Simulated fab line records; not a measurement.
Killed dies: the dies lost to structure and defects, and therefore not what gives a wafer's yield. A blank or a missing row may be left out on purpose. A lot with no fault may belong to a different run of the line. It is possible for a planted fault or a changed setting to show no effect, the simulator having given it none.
One fault through the eyes of 2 desks + flow nand-harc + only its own numbers are on each desk; what lay behind them is given at the end

== AT THE METROLOGY DESK ==
Means of the sampled wafers that have a number, per lot and without regard to the tool the lot ran on: this is what the gauges read. Marked OUT: a lot whose mean sits more than 4 standard deviations from the usual mean, which makes it out of limits; the brackets give that distance.
Columns: A = thk-nm at NHARC_A_ONON_D2_THK_MEAS_30, usual 1005 nm
| lot  | first seen here | A               |
|------|-----------------|-----------------|
| L919 | day 13 14:53    | 994             |
| L921 | day 13 19:46    | 1009            |
| L923 | day 14 21:24    | 1083 (+8.4) OUT |
| L924 | day 15 15:50    | 1002            |
| L925 | day 15 15:51    | 1107 (+11) OUT  |
| L932 | day 19 07:16    | 986             |
| L934 | day 20 04:20    | 1008            |
| L935 | day 20 09:35    | 1023            |
| L936 | day 20 09:40    | 1004            |
| L937 | day 21 02:25    | 993             |
| L938 | day 21 12:33    | 1003            |
| L941 | day 22 06:53    | 1009            |
Finding of this desk: L923, L925 out of limits; the first was L923 at day 14 21:24, on thk-nm at NHARC_A_ONON_D2_THK_MEAS_30. In limits: L919, L921, L924, L932, L934, L935, L936, L937, L938, L941.

== THE DEFECT DESK ==
For each lot, the counts of the inspections along the route, averaged over the sampled wafers that have a number. Marked OUT: a lot whose mean sits more than 4 standard deviations from the usual mean, which makes it out of limits; the brackets give that distance.
Columns: A = raw-defect-count at NHARC_A_CHANNEL_HOLE_D1_INSPECT_40, usual 72
| lot  | first seen here | A   |
|------|-----------------|-----|
| L919 | day 9 07:04     | 41  |
| L921 | day 9 21:50     | 107 |
| L923 | day 10 17:01    | 86  |
| L925 | day 11 15:36    | 71  |
| L924 | day 11 16:54    | 73  |
| L932 | day 15 05:13    | 97  |
| L934 | day 15 21:34    | 63  |
| L936 | day 16 06:12    | 86  |
| L935 | day 16 06:26    | 80  |
| L937 | day 16 13:13    | 81  |
| L938 | day 17 07:44    | 46  |
| L941 | day 18 03:55    | 89  |
Result from this desk: across the 12 lots, nothing is out of limits.

== BROUGHT TOGETHER ==
Metrology desk: alarm possible at day 14 21:24 on L923, L925.
The defect desk saw nothing out of limits.
The defect desk has L923, L925 on record, within its limits.
On pecvd-onon-03, each named lot ran NHARC_A_ONON_D2_DEP_28.

== WHAT WAS PUT IN BY THE SIMULATOR ==
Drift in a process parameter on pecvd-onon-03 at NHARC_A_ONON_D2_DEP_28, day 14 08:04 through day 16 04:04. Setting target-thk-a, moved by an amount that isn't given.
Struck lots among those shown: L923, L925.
Per desk, hours elapsed from the start of the fault to the first reading out of limits: for the metrology desk, 13.
